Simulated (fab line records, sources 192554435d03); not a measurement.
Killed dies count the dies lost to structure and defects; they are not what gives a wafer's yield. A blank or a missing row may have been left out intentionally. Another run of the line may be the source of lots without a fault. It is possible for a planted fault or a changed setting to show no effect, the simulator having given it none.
Matching of chambers | flow n5-finfet | N5_BEOL_M0_SAQP_STRIP_86 on rie-diel-01: 4 sister chambers
The step strips in N2/H2. 18 wafers are shown with their chamber, then 9 later ones without.

== WAFERS PAIRED WITH THEIR CHAMBERS ==
wafer  | chamber | showerhead-plenum-p-Torr (Torr) | throttle-valve-pct (%) | drypump-motor-current-A (A)
L075.2 | 3       | 3.48                            | 19.0                   | 5.7
L075.5 | 3       | 3.48                            | 19.0                   | 5.7
L075.6 | 2       | 3.23                            | 18.5                   | 6.4
L076.1 | 2       | 3.23                            | 18.5                   | 6.4
L076.4 | 3       | 3.48                            | 19.0                   | 5.8
L076.6 | 0       | 3.56                            | 18.8                   | 5.5
L083.2 | 1       | 3.49                            | 18.1                   | 6.3
L083.5 | 1       | 3.49                            | 18.1                   | 6.3
L083.6 | 2       | 3.22                            | 18.5                   | 6.4
L085.1 | 1       | 3.49                            | 18.1                   | 6.3
L085.4 | 3       | 3.47                            | 19.0                   | 5.8
L085.6 | 2       | 3.22                            | 18.5                   | 6.4
L088.1 | 2       | 3.22                            | 18.5                   | 6.4
L088.3 | 1       | 3.49                            | 18.1                   | 6.3
L088.4 | 3       | 3.47                            | 19.0                   | 5.7
L089.1 | 2       | 3.22                            | 18.5                   | 6.4
L089.4 | 1       | 3.49                            | 18.2                   | 6.3
L089.5 | 1       | 3.48                            | 18.1                   | 6.3

SIGNATURES, as means of the wafers listed above
reading                  | chamber 0 | chamber 1 | chamber 2 | chamber 3 | scatter within a chamber
showerhead-plenum-p-Torr | 3.5600    | 3.4883    | 3.2233    | 3.4760    | 0.0049
throttle-valve-pct       | 18.800    | 18.117    | 18.500    | 19.000    | 0.0244
drypump-motor-current-A  | 5.500     | 6.300     | 6.400     | 5.740     | 0.0293
Rule: for each reading, subtract the chamber's mean from the wafer's reading, divide by that reading's scatter and square the result; add these up over the readings and take the root, which gives the wafer's distance from the chamber. If the next closest chamber is less than 2 further off than the closest, the wafer can't be placed; otherwise it belongs to the closest. The scatter: the root of (the sum of the squares of (reading less its chamber's mean) over the shown wafers, divided by (wafers less chambers)).

== WAFERS WITHOUT THEIR CHAMBER ==
wafer  | showerhead-plenum-p-Torr (Torr) | throttle-valve-pct (%) | drypump-motor-current-A (A)
L091.2 | 3.54                            | 18.8                   | 5.5
L091.3 | 3.48                            | 18.1                   | 6.3
L091.6 | 3.22                            | 18.5                   | 6.4
L092.2 | 3.48                            | 18.2                   | 6.3
L092.3 | 3.22                            | 18.6                   | 6.4
L092.4 | 3.46                            | 19.1                   | 5.7
L095.1 | 3.54                            | 18.8                   | 5.5
L095.3 | 3.46                            | 19.0                   | 5.7
L095.4 | 3.21                            | 18.5                   | 6.3

== CHAMBER TAKEN BY EACH ==
wafer  | from the rows above | in truth
L091.2 | 0                   | 0
L091.3 | 1                   | 1
L091.6 | 2                   | 2
L092.2 | 1                   | 1
L092.3 | 2                   | 2
L092.4 | 3                   | 3
L095.1 | 0                   | 0
L095.3 | 3                   | 3
L095.4 | 2                   | 2
Correct placement for 9 of the 9. From these rows, 0 cannot be placed. 0 placed wrongly.
